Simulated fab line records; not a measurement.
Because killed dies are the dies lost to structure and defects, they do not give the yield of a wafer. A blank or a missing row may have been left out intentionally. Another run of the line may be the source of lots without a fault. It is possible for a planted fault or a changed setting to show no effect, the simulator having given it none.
Which tool was responsible?	flow nand-harc	11 lots with 33 wafers sampled at 2 steps, on a route of 1302 steps

## WHAT THE GAUGES SHOWED, per wafer
NHARC_P_ZERO_WELL_CD_MEAS_52 targets a cd of 2000 nm.
lot	measured	on	cd-nm (nm)
L533	day 2 11:45	cd-sem-02	2004.4 2001.5 2000.8
L535	day 3 07:37	cd-sem-01	1999.2 1996.8 1997.3
L536	day 3 18:17	cd-sem-02	1996.7 1997.0 2000.8
L538	day 4 13:53	cd-sem-03	2000.9 2000.7 1998.9
L540	day 5 09:57	cd-sem-02	2002.7 1997.7 2001.1
L541	day 5 19:29	cd-sem-02	1998.3 1998.8 1999.5
L542	day 6 07:35	cd-sem-01	1951.2 1950.0 1952.7
L543	day 6 15:53	cd-sem-03	2001.9 1997.2 1998.2
L544	day 7 01:53	cd-sem-01	1996.7 1997.6 1999.0
L552	day 10 10:34	cd-sem-01	1999.1 2000.3 2000.5
L554	day 11 06:38	cd-sem-03	2002.3 1998.5 1999.5

## WHAT TOOL EACH LOT RAN ON (gives the tool, then ch and the chambers of the sampled wafers, and finally the start)
lot	NHARC_P_ZERO_WELL_EXPOSE_49
L533	krf-scanner-02 ch 0, day 2 11:35
L535	krf-scanner-04 ch 0, day 3 07:28
L536	krf-scanner-02 ch 0, day 3 18:07
L538	krf-scanner-01 ch 0, day 4 13:43
L540	krf-scanner-04 ch 0, day 5 09:47
L541	krf-scanner-04 ch 0, day 5 19:20
L542	krf-scanner-04 ch 0, day 6 07:26
L543	krf-scanner-01 ch 0, day 6 15:44
L544	krf-scanner-04 ch 0, day 7 01:45
L552	krf-scanner-04 ch 0, day 10 10:25
L554	krf-scanner-04 ch 0, day 11 06:29
- NHARC_P_ZERO_WELL_EXPOSE_49: exposes mask P HVPW, target cd 2000 nm.

## AS READ BY THE TOOLS THEMSELVES (means over the sampled wafers that have a number; for cases with no such wafer, the mark the record gives instead)
NHARC_P_ZERO_WELL_EXPOSE_49.
lot	tool	reticle-temp-C (C)
L533	krf-scanner-02	22.92
L535	krf-scanner-04	23.05
L536	krf-scanner-02	22.95
L538	krf-scanner-01	23.01
L540	krf-scanner-04	23.04
L541	krf-scanner-04	23.00
L542	krf-scanner-04	22.92
L543	krf-scanner-01	23.08
L544	krf-scanner-04	23.02
L552	krf-scanner-04	23.01
L554	krf-scanner-04	22.88

## THE ANSWER, worked out from the rows above alone
Rule: usual is defined by the lots themselves. Put in order of their means at a reading, lots are off if they are a third of the lots or fewer, leave a main group of 4 or more, and stand apart from it by a gap of 3 or more times the standard deviation of the main group's means; of several such gaps the widest counts. A main group is skipped when, at the precision printed for the reading in the tables above, its means are all equal. A lot without any number at a reading at which 4 lots or more have one is off too. The other lots that the step has rows for count as sound. First the gauges in route order, then the tools' own readings, where a lot's mean is used as printed above. The first step at which some lot is off is used, and at that step the reading that is off furthest; a lot without a number counts as furthest.
Off: L542, at NHARC_P_ZERO_WELL_CD_MEAS_52 (cd-nm). Main group: mean 1999.5 nm, sd 1.3.
If a tool, at a process step before that reading, ran all the lots that are off and no sound lot after the first of them, it fits. The gauges at NHARC_P_ZERO_WELL_CD_MEAS_52 are tried like those tools. No candidate that was tried fits.

## WHAT HAD BEEN PUT IN BY THE SIMULATOR
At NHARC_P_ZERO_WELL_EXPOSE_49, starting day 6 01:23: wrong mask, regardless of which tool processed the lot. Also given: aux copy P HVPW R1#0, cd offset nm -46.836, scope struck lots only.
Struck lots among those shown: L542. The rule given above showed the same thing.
